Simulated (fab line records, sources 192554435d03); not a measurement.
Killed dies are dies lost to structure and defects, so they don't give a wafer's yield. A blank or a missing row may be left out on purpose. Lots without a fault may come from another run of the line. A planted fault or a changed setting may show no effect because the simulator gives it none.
Split-lot experiment | flow n5_finfet | 7 lots, 21 wafers read, on a route of 1938 steps

THE SPLIT
At N5_BEOL_M2_DEP_57 (deposits SiCN from 3MS/NH3, target thk 8 nm, time 14 s), the setting time_s was moved away from the recipe's 14 s on 9 of the 21 wafers read, by -6.2% to +9.0%. The other wafers ran this setting at the recipe's value.

The reading is taken at the split's own step.

THE READING
SiCN_of_BEOL_M2_DEP_57.thk_nm (the simulator's own value, which no gauge read), in nm, at N5_BEOL_M2_DEP_57 (deposits SiCN from 3MS/NH3, target thk 8 nm, time 14 s). The file gives no usual value for it. The 12 wafers here that ran the recipe average 8.0 nm, standard deviation 0.099 nm.

wafer  | tool, chamber at the split | time_s as run, s | against the recipe | SiCN_of_BEOL_M2_DEP_57.thk_nm, nm | against lot-mates on the recipe
L078.4 | pecvd-03, 0,1              | 14.99            | +7.1%              | 8.6                               | +0.6
L078.6 | pecvd-03, 0,1              | 14.99            | +7.1%              | 8.6                               | +0.6
L078.5 | pecvd-03, 2                | 14               | recipe             | 8                                 | -
L080.3 | pecvd-01, 2,0,1            | 14               | recipe             | 8                                 | -
L080.4 | pecvd-01, 2,0,1            | 14               | recipe             | 8                                 | -
L080.5 | pecvd-01, 2,0,1            | 14               | recipe             | 8                                 | -
L081.1 | pecvd-03, 1                | 14               | recipe             | 8                                 | -
L081.2 | pecvd-03, 2,0              | 14.62            | +4.4%              | 8.4                               | +0.4
L081.5 | pecvd-03, 2,0              | 14.62            | +4.4%              | 8.4                               | +0.4
L084.1 | pecvd-03, 1                | 14.91            | +6.5%              | 8.6                               | +0.5
L084.4 | pecvd-03, 1                | 14               | recipe             | 8                                 | -
L084.5 | pecvd-03, 0                | 14               | recipe             | 8.2                               | -
L093.1 | pecvd-04, 2,0              | 15.26            | +9.0%              | 8.8                               | +0.8
L093.6 | pecvd-04, 2,0              | 15.26            | +9.0%              | 8.8                               | +0.8
L093.3 | pecvd-04, 0                | 14               | recipe             | 8                                 | -
L096.3 | pecvd-01, 2                | 14               | recipe             | 7.8                               | -
L096.4 | pecvd-01, 0,1              | 14               | recipe             | 8                                 | -
L096.5 | pecvd-01, 0,1              | 14               | recipe             | 8                                 | -
L097.1 | pecvd-01, 2                | 14               | recipe             | 7.8                               | -
L097.3 | pecvd-01, 0,1              | 13.13            | -6.2%              | 7.6                               | -0.2
L097.6 | pecvd-01, 0,1              | 13.13            | -6.2%              | 7.6                               | -0.2
Where a row lists several chambers, the file gives one row for several wafers and doesn't say which wafer went through which chamber.

THE FIT
A straight line over all 21 wafers: SiCN_of_BEOL_M2_DEP_57.thk_nm changes by +0.0827 nm for each +1% of time_s; r = +0.97; the points scatter about the line by 0.09 nm.
The same after taking each lot's own level away (the mean of its wafers on the recipe; 21 wafers): +0.0718 nm for each +1%; r = +0.95; scatter 0.097 nm.
On that fit, the largest move of time_s shifts the reading by 0.65 nm.
The lots' own levels span 7.80 to 8.10 nm, that is 3.0 times the standard deviation above.
So the lot-to-lot level changes the slope: the two fits differ.
Check: with one of the wafers moved furthest among these (+9.0%) left out of the fit, the line predicts +0.678 nm for it against its lot-mates. It came out at +0.8 nm against them.

OTHER SPLITS ON THESE WAFERS
These wafers also went through other splits before the reading. Each is held against what the fit with the lots' levels taken away leaves over:
other split on the same wafers     | wafers away from the commonest value | r with SiCN_of_BEOL_M2_DEP_57.thk_nm (lot level and that fit taken away)
N5_BEOL_M0_ETCH_128 source_w       | 6                                    | +0.09
N5_BEOL_M0_ETCH_109 bias_w         | 3                                    | -0.11
N5_BEOL_M1_SPUTTER_81 time_s       | 7                                    | +0.44
N5_BEOL_M2_ETCH_70 source_w        | 5                                    | -0.03
N5_BEOL_M2_TRENCH_ETCH_37 source_w | 5                                    | -0.09

THE FILE'S OWN FIT
SiCN_of_BEOL_M2_DEP_57.thk_nm changes by +0.0765 nm for each +1% of time_s, r = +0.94.
